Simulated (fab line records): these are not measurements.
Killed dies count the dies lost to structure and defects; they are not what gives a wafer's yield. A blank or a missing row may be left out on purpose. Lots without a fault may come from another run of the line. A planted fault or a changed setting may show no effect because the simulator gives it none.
Matching of chambers || flow n5 finfet || N5_BEOL_M6_DEP_56 on pecvd-02: 3 sister chambers
The step deposits SiCN from 3MS/NH3, target thk 10 nm, time 17.5 s. 6 wafers are shown with their chamber, then 7 later ones without.

== EACH WAFER AND ITS CHAMBER ==
{"wafer": "L909.6", "chamber": 2, "throttle valve pct (%)": 8.6, "showerhead plenum p Torr (Torr)": 3.647}
{"wafer": "L912.1", "chamber": 2, "throttle valve pct (%)": 8.7, "showerhead plenum p Torr (Torr)": 3.638}
{"wafer": "L913.2", "chamber": 0, "throttle valve pct (%)": 8.5, "showerhead plenum p Torr (Torr)": 3.668}
{"wafer": "L913.6", "chamber": 1, "throttle valve pct (%)": 10.3, "showerhead plenum p Torr (Torr)": 3.700}
{"wafer": "L917.4", "chamber": 1, "throttle valve pct (%)": 10.3, "showerhead plenum p Torr (Torr)": 3.692}
{"wafer": "L917.5", "chamber": 0, "throttle valve pct (%)": 8.5, "showerhead plenum p Torr (Torr)": 3.667}

== WAFERS WITH NO CHAMBER GIVEN ==
{"wafer": "L917.6", "throttle valve pct (%)": 8.5, "showerhead plenum p Torr (Torr)": 3.647}
{"wafer": "L922.2", "throttle valve pct (%)": 10.3, "showerhead plenum p Torr (Torr)": 3.688}
{"wafer": "L922.5", "throttle valve pct (%)": 8.7, "showerhead plenum p Torr (Torr)": 3.677}
{"wafer": "L922.6", "throttle valve pct (%)": 10.0, "showerhead plenum p Torr (Torr)": 3.693}
{"wafer": "L923.2", "throttle valve pct (%)": 8.5, "showerhead plenum p Torr (Torr)": 3.651}
{"wafer": "L923.4", "throttle valve pct (%)": 8.4, "showerhead plenum p Torr (Torr)": 3.669}
{"wafer": "L923.5", "throttle valve pct (%)": 8.8, "showerhead plenum p Torr (Torr)": 3.647}

== CHAMBER TAKEN BY EACH ==
{"wafer": "L917.6", "from the rows above": "can't be placed: 2 or 0", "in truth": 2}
{"wafer": "L922.2", "from the rows above": 1, "in truth": 1}
{"wafer": "L922.5", "from the rows above": "can't be placed: 0 or 2", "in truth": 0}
{"wafer": "L922.6", "from the rows above": 1, "in truth": 1}
{"wafer": "L923.2", "from the rows above": "can't be placed: 0 or 2", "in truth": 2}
{"wafer": "L923.4", "from the rows above": 0, "in truth": 0}
{"wafer": "L923.5", "from the rows above": 2, "in truth": 2}
Correct placement for 4 of the 7. Cannot be placed on the basis of these rows: 3; the candidates contain the true chamber in 3. 0 placed wrongly.
How it was worked out, from the rows above alone: a wafer's distance from a chamber is the root of the sum, over the readings, of the square of ((its reading less the chamber's mean) divided by the reading's scatter). The wafer belongs to the nearest chamber; if the next one is less than 2 further off, it can't be placed. A chamber's mean is the mean of its shown wafers. The scatter: the root of (the sum of the squares of (reading less its chamber's mean) over the shown wafers, divided by (wafers less chambers)).
